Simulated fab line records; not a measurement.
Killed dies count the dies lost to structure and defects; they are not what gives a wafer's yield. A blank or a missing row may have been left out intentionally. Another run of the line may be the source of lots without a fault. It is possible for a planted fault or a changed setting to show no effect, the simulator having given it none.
fab line records	flow n5Finfet
[record] lots = 7	wafers = 39
route steps=1938 shown FIN_CUT@176 DUMMY_GATE@243 HKMG_FIN@427 MOL_CONTACT_COAG@538
startH: the number of hours between the record's first day and the start of the first shown wafer of the lot	waitH: hours since the lot's step before	" the same as in the row above	L1.1+2: one row covering several wafers at once	- value missing, or start not given	* or withheld: withheld	< > ~ a bound
route shown NAME@n: names a module that has steps shown in the file, with the first one's number in the route	usual: mean/standard deviation taken from wafers without a fault	same: alike in all rows	chamber/n: place in a boat	sites: readings site by site	_std_site: their standard deviation	_edge_site: the outer-site mean with the inner-site mean subtracted	radiusMm: for every site, how far away it sits from the centre of the wafer	mask NAME#n: copy n	behind: the most recent tool/chamber to have shaped the wafer	hold: the reason the lot was held/the length of the hold in hours/how it ended	device: whichever transistor did not switch (one of n, p or np)	end of line: tests run on the same wafers once the route is complete	a step given without rows: its recipe and nothing more	killed: dies lost to structure and defects at the first sort, not the wafer's yield	map: the dies of a wafer, with x for killed, . for not killed, _ for no die there
set.NAME: the setting the step ran with; set.NAME@STEP: the setting that earlier step ran with	model.NAME: the simulator's own value behind a step, which no gauge read
lots run with intentionally changed settings; tables by step, rows by wafer
[[steps]]
[step N5_FIN_CUT_CUT_ETCH_15]
[recipe] chemistry = HBr/Cl2/O2	target = Si	targetDepthA = 1000	btTimeS = 10	maskMaterial = SOC	timeS = 42.4	ionEnergyEv = *	biasW = *	pressureMtorr = 10	icpW = 800	HBr_flow_sccm = 150	Cl2_flow_sccm = 80	O2_flow_sccm = 12
lot.wafer	tool	chamber	startH	waitH	set.timeS	model.etch.depthNm	model.FIN_CUT.featureDepthNm	model.SOC_of_FIN_CUT_COAT_18.thkNm
L075.1	rieSi-02	3	36.29	0.1	42.4	100.3	100.2	172
L075.2	"	2	"	"	42.4	98.03	98	172.8
L075.3	"	1	"	"	50.07	116.7	116.6	165.2
L075.4	"	0	"	"	50.07	118	118	164.8
L075.5	"	0	"	"	42.4	100.5	100.6	172
L075.6	"	3	"	"	50.07	117.6	117.6	164.6
L079.1	rieSi-02	3	60.89	0.1	32.83	79.27	79.2	178.8
L079.2	"	0	"	"	42.4	100.8	100.8	170.4
L079.3	"	2	"	"	32.83	76.2	76.2	180.2
L079.4	"	1	"	"	42.4	98.09	98	171.4
L079.5	"	3	"	"	42.4	101.2	101.2	171
L079.6	"	2	"	"	32.83	75.99	76	180.4
L083.1	rieSi-02	0	81.66	0.1	42.4	101.8	101.8	171.4
L083.2	"	2	"	"	42.4	98.31	98.4	170.8
L083.3	"	3	"	"	42.4	101.8	101.8	170.8
L084.1	rieSi-05	1	87.43	0.1	50.1	116	116	163.6
L084.2	"	3	"	"	50.1	119.7	119.8	163.4
L084.3	"	2	"	"	42.4	97.8	97.8	170.8
L084.4	"	0	"	"	42.4	99.66	99.6	170
L084.5	"	2	"	"	42.4	96.8	96.8	171.8
L084.6	"	1	"	"	50.1	117	117	162.6
L092.1	rieSi-05	0	137.34	0.1	42.4	97.95	98	171.6
L092.2	"	3	"	"	42.4	100.2	100.2	170.2
L092.3	"	2	"	"	42.4	96.27	96.2	171.2
L092.4	"	1	"	"	42.4	98.96	99	169.6
L092.5	"	3	"	"	42.4	99.91	100	170
L092.6	"	2	"	"	42.4	96.91	97	171.4
L093.1	rieSi-02	2	147.55	0.1	42.4	98.32	98.4	171
L093.2	"	1	"	"	42.4	98.34	98.4	171.2
L093.3	"	3	"	"	42.4	100.7	100.8	170.8
L093.4	"	0	"	"	42.4	99.58	99.6	170.6
L093.5	"	3	"	"	42.4	100.8	100.8	170.2
L093.6	"	2	"	"	42.4	98.61	98.6	171.6
L094.1	rieSi-03	3	148.76	0.1	51.45	121.2	121.2	163.2
L094.2	"	1	"	"	51.45	120.6	120.6	164.6
L094.3	"	0	"	"	42.4	99.77	99.8	170.6
L094.4	"	2	"	"	42.4	98.55	98.6	172.4
L094.5	"	2	"	"	51.45	119.4	119.4	164.2
L094.6	"	3	"	"	42.4	99.21	99.2	171.6
[step N5_DUMMY_GATE_ETCH_31]
[recipe] chemistry = C4F6/O2	target = SiO2	maskMaterial = SOC	targetDepthA = 825	timeS = 27.5	ionEnergyEv = 250	pressureMtorr = 30	sourceW = 345	biasW = 185	Ar_flow_sccm = 300	C4F6_flow_sccm = 10	O2_flow_sccm = 10
lot.wafer	tool	chamber	startH	waitH	set.targetDepthA	model.etch.depthNm
L075.1	rieDiel-04	1	55.18	0.0	825	79.59
L075.2	"	2	"	"	825	84.48
L075.3	"	0	"	"	825	82.25
L075.4	"	2	"	"	825	83.67
L075.5	"	1	"	"	825	80.05
L075.6	"	0	"	"	825	82.69
L079.1	rieDiel-05	0	79.11	0.0	882.2	88.05
L079.2	"	3	"	"	825	82.92
L079.3	"	1	"	"	825	84.4
L079.4	"	2	"	"	882.2	89.36
L079.5	"	0	"	"	882.2	89.21
L079.6	"	1	"	"	825	84.8
L083.1	rieDiel-04	1	100.48	0.0	825	79.66
L083.2	"	2	"	"	825	83.88
L083.3	"	0	"	"	825	82.57
L084.1	rieDiel-02	0	106.11	0.1	825	80.06
L084.2	"	2	"	"	825	82.57
L084.3	"	1	"	"	825	80.6
L084.4	"	3	"	"	825	81.66
L084.5	"	3	"	"	825	82.17
L084.6	"	0	"	"	825	80.5
L092.1	rieDiel-05	1	155.72	0.0	825	83.67
L092.2	"	0	"	"	718.6	71.44
L092.3	"	3	"	"	718.6	71.84
L092.4	"	2	"	"	718.6	71.54
L092.5	"	1	"	"	825	84.36
L092.6	"	0	"	"	825	81.73
L093.1	rieDiel-04	1	167.51	0.0	853.7	87.23
L093.2	"	2	"	"	825	85.2
L093.3	"	0	"	"	825	83.4
L093.4	"	3	"	"	853.7	85.96
L093.5	"	1	"	"	853.7	87.54
L093.6	"	2	"	"	825	85.35
L094.1	rieDiel-02	3	173.39	0.0	825	81.61
L094.2	"	2	"	"	910.8	90.26
L094.3	"	1	"	"	910.8	87.48
L094.4	"	2	"	"	825	81.59
L094.5	"	3	"	"	825	81.14
L094.6	"	1	"	"	910.8	87.34
[step N5_DUMMY_GATE_ETCH_42]
[recipe] chemistry = CHF3/O2	target = SiO2	targetDepthA = 35	timeS = 31	ionEnergyEv = 30	biasW = 12	pressureMtorr = 30	sourceW = 600	Ar_flow_sccm = 200	CHF3_flow_sccm = 50	O2_flow_sccm = 5
[usual] rfVppV = 42.5/0.96
lot.wafer	tool	chamber	startH	waitH	set.biasW	rfVppV
L075.1	rieDiel-02	1	55.67	0.0	12	42.4
L075.2	"	3	"	"	10.36	37.8
L075.3	"	2	"	"	12	40.6
L075.4	"	0	"	"	12	41.0
L075.5	"	0	"	"	10.36	37.1
L075.6	"	1	"	"	10.36	37.6
L079.1	rieDiel-04	0	79.61	0.0	12	43.5
L079.2	"	2	"	"	12	43.4
L079.3	"	1	"	"	12	42.5
L079.4	"	0	"	"	10.33	40.0
L079.5	"	2	"	"	10.33	38.8
L079.6	"	1	"	"	10.33	39.4
L083.1	rieDiel-05	1	100.98	0.0	12	43.5
L083.2	"	2	"	"	12	41.7
L083.3	"	0	"	"	12	41.0
L084.1	rieDiel-02	3	106.60	0.0	13.88	46.7
L084.2	"	0	"	"	13.88	47.8
L084.3	"	1	"	"	13.88	47.1
L084.4	"	2	"	"	12	43.5
L084.5	"	3	"	"	12	41.9
L084.6	"	2	"	"	12	39.5
L092.1	rieDiel-04	0	156.21	0.0	12	44.0
L092.2	"	3	"	"	12	42.5
L092.3	"	1	"	"	10.41	37.8
L092.4	"	2	"	"	10.41	39.8
L092.5	"	0	"	"	10.41	39.3
L092.6	"	3	"	"	12	42.2
L093.1	rieDiel-04	2	168.00	0.0	12	42.8
L093.2	"	1	"	"	12	43.7
L093.3	"	3	"	"	10.58	39.2
L093.4	"	0	"	"	12	42.9
L093.5	"	2	"	"	10.58	40.6
L093.6	"	1	"	"	10.58	39.2
L094.1	rieDiel-05	3	173.89	0.0	12	41.7
L094.2	"	1	"	"	12	42.2
L094.3	"	0	"	"	11.29	40.6
L094.4	"	2	"	"	12	41.5
L094.5	"	3	"	"	11.29	39.4
L094.6	"	0	"	"	11.29	41.2
[step N5_HKMG_FIN_EXPOSE_09]
[recipe] maskId = NWFM	na = 1.35	sourceShape = conventional	sigmaOuter = 0.8	polarization = unpolarized	doseMj = 39.25
lot.wafer	tool	chamber	startH	waitH	mask	set.doseMj
L075.1+3+6	arfiScanner-02	0	83.35	-	NWFM#0	39.25
L075.2+4+5	"	0	"	"	NWFM#0	41.75
L079.1+2+5	arfiScanner-02	0	107.82	-	NWFM#0	36.18
L079.3+4+6	"	0	"	"	NWFM#0	39.25
L083.1+2+3	arfiScanner-02	0	128.91	-	NWFM#0	39.25
L084.1+4+6	arfiScanner-01	0	135.78	-	NWFM#0	39.25
L084.2+3+5	"	0	"	"	NWFM#0	41.89
L092.1+2+3+4+5+6	arfiScanner-02	0	188.38	-	NWFM#0	39.25
L093.1+5+6	arfiScanner-02	0	197.77	-	NWFM#0	36.34
L093.2+3+4	"	0	"	"	NWFM#0	39.25
L094.1+5+6	arfiScanner-02	0	201.16	-	NWFM#0	42.25
L094.2+3+4	"	0	"	"	NWFM#0	39.25
[step N5_HKMG_FIN_PEB_10]
[recipe] pebTempC = withheld	pebTimeS = 60	resist = CAR-ArF
[step N5_HKMG_FIN_DEVELOP_11]
[recipe] developTimeS = 30	developer = TMAH	resist = CAR-ArF	devTempC = 23	rinseLiquid = diw	dry = airSpin
[step N5_HKMG_FIN_CD_MEAS_12]
[recipe] targetCdNm = 92.8	landingEnergyEv = 500	detector = seInlens
[usual] cdNm = 92.8/0.51
lot.wafer	tool	chamber	startH	waitH	set.doseMj@HKMG_FIN_EXPOSE_09	cdNm
L075.1	cdSem-03	0	83.48	-	39.25	92.2
L075.2	"	0	"	"	41.75	97.0
L075.3	"	0	"	"	39.25	92.3
L075.4	"	0	"	"	41.75	96.7
L075.5	"	0	"	"	41.75	96.0
L075.6	"	0	"	"	39.25	92.5
L079.1	cdSem-01	0	107.94	-	36.18	87.8
L079.2	"	0	"	"	36.18	87.6
L079.3	"	0	"	"	39.25	93.1
L079.4	"	0	"	"	39.25	92.4
L079.5	"	0	"	"	36.18	87.5
L079.6	"	0	"	"	39.25	92.6
L083.1	cdSem-01	0	129.03	-	39.25	92.6
L083.2	"	0	"	"	39.25	93.3
L083.3	"	0	"	"	39.25	92.3
L084.1	cdSem-01	0	135.90	-	39.25	93.0
L084.2	"	0	"	"	41.89	97.4
L084.3	"	0	"	"	41.89	97.6
L084.4	"	0	"	"	39.25	92.8
L084.5	"	0	"	"	41.89	97.5
L084.6	"	0	"	"	39.25	92.7
L092.1	cdSem-02	0	188.51	-	39.25	91.5
L092.2	"	0	"	"	39.25	92.0
L092.3	"	0	"	"	39.25	91.6
L092.4	"	0	"	"	39.25	92.2
L092.5	"	0	"	"	39.25	91.5
L092.6	"	0	"	"	39.25	92.1
L093.1	cdSem-02	0	197.89	-	36.34	87.8
L093.2	"	0	"	"	39.25	92.9
L093.3	"	0	"	"	39.25	93.4
L093.4	"	0	"	"	39.25	92.7
L093.5	"	0	"	"	36.34	87.8
L093.6	"	0	"	"	36.34	88.1
L094.1	cdSem-03	0	201.29	-	42.25	98.0
L094.2	"	0	"	"	39.25	91.9
L094.3	"	0	"	"	39.25	92.6
L094.4	"	0	"	"	39.25	92.5
L094.5	"	0	"	"	42.25	97.3
L094.6	"	0	"	"	42.25	98.3
[step N5_MOL_CONTACT_COAG_ETCH_110]
[recipe] chemistry = CF4/O2	target = Si	targetDepthA = 25	timeS = 8	pressureMtorr = 100	sourceW = 200	biasW = 12	ionEnergyEv = 60	Ar_flow_sccm = 100	cf4FlowSccm = 100	O2_flow_sccm = 10
lot.wafer	tool	chamber	startH	waitH	set.sourceW	model.etch.depthNm
L075.1	rieDiel-03	3	97.60	0.0	200	2.555
L075.2	"	2	"	"	200	2.529
L075.3	"	1	"	"	231.9	2.931
L075.4	"	0	"	"	200	2.471
L075.5	"	2	"	"	231.9	2.895
L075.6	"	3	"	"	231.9	2.882
L079.1	rieDiel-03	3	120.72	0.0	200	2.572
L079.2	"	1	"	"	182.3	2.383
L079.3	"	2	"	"	182.3	2.384
L079.4	"	0	"	"	200	2.477
L079.5	"	1	"	"	182.3	2.379
L079.6	"	2	"	"	200	2.568
L083.1	rieDiel-03	3	141.78	0.0	200	2.581
L083.2	"	2	"	"	200	2.575
L083.3	"	1	"	"	200	2.57
L084.1	rieDiel-06	1	148.34	0.0	200	2.514
L084.2	"	2	"	"	200	2.436
L084.3	"	0	"	"	162.2	2.075
L084.4	"	2	"	"	162.2	2.033
L084.5	"	0	"	"	162.2	2.093
L084.6	"	1	"	"	200	2.501
L092.1	rieDiel-03	1	201.05	0.0	200	2.571
L092.2	"	0	"	"	200	2.436
L092.3	"	2	"	"	200	2.56
L092.4	"	3	"	"	200	2.57
L092.5	"	3	"	"	200	2.566
L092.6	"	0	"	"	200	2.481
L093.1	rieDiel-01	0	211.79	0.0	200	2.405
L093.2	"	1	"	"	183.7	2.291
L093.3	"	2	"	"	200	2.586
L093.4	"	2	"	"	183.7	2.411
L093.5	"	1	"	"	200	2.48
L093.6	"	0	"	"	183.7	2.24
L094.1	rieDiel-06	3	214.72	0.0	200	2.398
L094.2	"	1	"	"	200	2.446
L094.3	"	0	"	"	200	2.473
L094.4	"	3	"	"	200	2.426
L094.5	"	0	"	"	200	2.483
L094.6	"	1	"	"	200	2.459
[[key]]
[split] step = N5_FIN_CUT_CUT_ETCH_15	setting = timeS	stated = 42.4	by = wafer
[response] step = N5_FIN_CUT_CUT_ETCH_15	reading = model.etch.depthNm	change = +1.02	per = 1%	r = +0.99
[response] step = N5_FIN_CUT_CUT_ETCH_15	reading = model.FIN_CUT.featureDepthNm	change = +1.01	per = 1%	r = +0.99
[response] step = N5_FIN_CUT_CUT_ETCH_15	reading = model.SOC_of_FIN_CUT_COAT_18.thkNm	change = -0.391	per = 1%	r = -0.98
[split] step = N5_DUMMY_GATE_ETCH_31	setting = targetDepthA	stated = 825	by = wafer
[response] step = N5_DUMMY_GATE_ETCH_31	reading = model.etch.depthNm	change = +0.787	per = 1%	r = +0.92
[split] step = N5_DUMMY_GATE_ETCH_42	setting = biasW	stated = 12	by = wafer
[response] step = N5_DUMMY_GATE_ETCH_42	reading = rfVppV	change = +0.3	per = 1%	r = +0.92
[split] step = N5_HKMG_FIN_EXPOSE_09	setting = doseMj	stated = 39.25	by = wafer
[response] step = N5_HKMG_FIN_CD_MEAS_12	reading = cdNm	change = +0.684	per = 1%	r = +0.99
[split] step = N5_MOL_CONTACT_COAG_ETCH_110	setting = sourceW	stated = 200	by = wafer
[response] step = N5_MOL_CONTACT_COAG_ETCH_110	reading = model.etch.depthNm	change = +0.0223	per = 1%	r = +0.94
